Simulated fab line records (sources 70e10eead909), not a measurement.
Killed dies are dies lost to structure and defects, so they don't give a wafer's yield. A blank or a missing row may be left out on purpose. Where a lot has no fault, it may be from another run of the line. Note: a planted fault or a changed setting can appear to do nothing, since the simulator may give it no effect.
Chamber matching + flow nandHarc + 4 sister chambers for NHARC_A_STAIRCASE_DESCUM_291 on rieDiel-08
The step chemistry O2, time 3 s. 8 wafers are shown with their chamber, then 10 later ones without.

## WAFERS PAIRED WITH THEIR CHAMBERS
| wafer  | chamber | showerheadPlenumPTorr (Torr) | oesProductAu (a.u.) |
|--------|---------|------------------------------|---------------------|
| L079.2 | 1       | 1.85                         | 1.007               |
| L087.4 | 2       | 2.05                         | 1.008               |
| L087.5 | 3       | 1.78                         | 0.996               |
| L088.3 | 2       | 2.05                         | 1.002               |
| L088.4 | 1       | 1.85                         | 1.008               |
| L088.5 | 0       | 1.78                         | 0.991               |
| L092.2 | 3       | 1.77                         | 0.996               |
| L092.3 | 0       | 1.78                         | 0.992               |

## WAFERS WITHOUT THEIR CHAMBER
| wafer  | showerheadPlenumPTorr (Torr) | oesProductAu (a.u.) |
|--------|------------------------------|---------------------|
| L092.6 | 1.77                         | 0.991               |
| L093.2 | 2.04                         | 1.011               |
| L093.3 | 1.77                         | 0.996               |
| L093.4 | 1.84                         | 1.010               |
| L095.2 | 1.77                         | 1.002               |
| L095.5 | 1.77                         | 0.995               |
| L095.6 | 1.84                         | 1.010               |
| L096.3 | 2.04                         | 1.006               |
| L096.4 | 1.77                         | 1.001               |
| L096.5 | 1.77                         | 0.995               |

## EACH ONE'S CHAMBER
| wafer  | from the rows above     | in truth |
|--------|-------------------------|----------|
| L092.6 | can't be placed: 3 or 0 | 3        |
| L093.2 | 2                       | 2        |
| L093.3 | 3                       | 3        |
| L093.4 | 1                       | 1        |
| L095.2 | 3                       | 3        |
| L095.5 | can't be placed: 3 or 0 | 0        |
| L095.6 | 1                       | 1        |
| L096.3 | 2                       | 2        |
| L096.4 | 3                       | 3        |
| L096.5 | can't be placed: 3 or 0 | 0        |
Correctly placed: 7 of 10. From these rows, 3 cannot be placed; in 3 the true chamber is one of the candidates. Placed wrongly: 0.
How it was worked out, from the rows above alone: a wafer's distance from a chamber is the root of the sum, over the readings, of the square of ((its reading less the chamber's mean) divided by the reading's scatter). The wafer belongs to the nearest chamber; if the next one is less than 2 further off, it can't be placed. The mean given for a chamber averages the wafers shown for that chamber. The scatter is the square root of a quotient: the sum, over the shown wafers, of each reading's squared deviation from its chamber's mean, divided by wafers minus chambers.
